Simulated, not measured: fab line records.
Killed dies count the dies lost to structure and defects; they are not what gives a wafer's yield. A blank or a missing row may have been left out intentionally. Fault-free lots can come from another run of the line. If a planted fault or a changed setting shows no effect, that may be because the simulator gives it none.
Problem report, 8D (eight disciplines) form, completed by code | flow nand-harc | the parts of the form that need people (team, actions taken, sign-off) are left out

== 1. THE PROBLEM ==
At NHARC_END_SORT_01, killed-dies averages 143 over 9 wafers from 3 lots, while fault-free wafers read 32, standard deviation 9. Relative to the usual mean, that is a shift of +12 standard deviations.
First observed at day 23 09:14: wafer L407.1, on prober-01. The record holds 9 wafers of 3 lots with a number at this step. Rule for "out", or "out of limits": more than 4 standard deviations from the usual mean. All remaining wafers that have a number are taken as sound.

== 2. WHAT IT IS, AND WHAT IT ISN'T ==
question                    | is                           | is not
which readings at this step | killed-dies, killed-at-array | killed-at-periphery, killed-short
which lots                  | L406, L407, L408             | -
which wafers of those lots  | all that have a number       | -
read on which gauges        | prober-01, prober-02         | -
when                        | from day 23 09:14            | up to then (0 sound wafers)

== 3. WHAT RULES OUT EACH SUSPECT ==
Counting: a tool at any process step up to the reading remains a suspect when it ran all the lots that are out and ran no sound lot after the first of those.
- the gauge at NHARC_END_SORT_01 is ruled out. 2 gauges (prober-01, prober-02) read the wafers that are out.
- rie-diel-12 at NHARC_A_CONTACT_STRIP_55 (strips in O2): kept. It ran every lot that is out, first L407 (day 20 03:53), and no sound lot after that.
The count leaves rie-diel-12 at NHARC_A_CONTACT_STRIP_55.

== 4. THE CAUSE (what the simulator had put in) ==
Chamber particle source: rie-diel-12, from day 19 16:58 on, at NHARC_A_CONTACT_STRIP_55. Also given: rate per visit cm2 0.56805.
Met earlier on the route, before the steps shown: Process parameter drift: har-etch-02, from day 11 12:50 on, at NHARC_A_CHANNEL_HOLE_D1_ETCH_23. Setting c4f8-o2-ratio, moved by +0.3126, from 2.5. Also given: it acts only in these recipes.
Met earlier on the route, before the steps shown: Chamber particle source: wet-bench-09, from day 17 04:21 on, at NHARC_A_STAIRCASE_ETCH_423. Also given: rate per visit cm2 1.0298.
After counting, this tool was the only one left.

== 5. THE CHAIN OF EFFECTS, in route order ==
One row per reading whose mean, taken over the struck wafers that have a number, lies over 3 standard deviations from the usual. Only readings for which the record gives a usual standard deviation are gone through. hours: the time from each lot's start at the first step in this table that gives one to its start at this step, as a median over the lots. sigmas: the change in usual standard deviations.
hours | step              | reading         | usual | on struck wafers | change | sigmas
0     | NHARC_END_SORT_01 | killed-at-array | 29    | 139              | +110   | +12
0     | NHARC_END_SORT_01 | killed-dies     | 32    | 143              | +111   | +12

== 6. HOW IT WOULD HAVE BEEN CAUGHT EARLIER ==
Counted from the fault's start at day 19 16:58, it took 88 hours until the first out-of-limits reading at a measuring or inspecting step in this record, taken at day 23 09:14.
Tool readings at NHARC_A_CONTACT_STRIP_55 with a usual standard deviation given in the record: none out on any struck wafer, hence no alarm at a limit of 4 standard deviations on them.
The start of NHARC_A_CONTACT_STRIP_55 on rie-diel-12 came by day 23 09:14 for every one of the lots that are out (3). Had the tool been put on hold then, not one of them would have been saved.
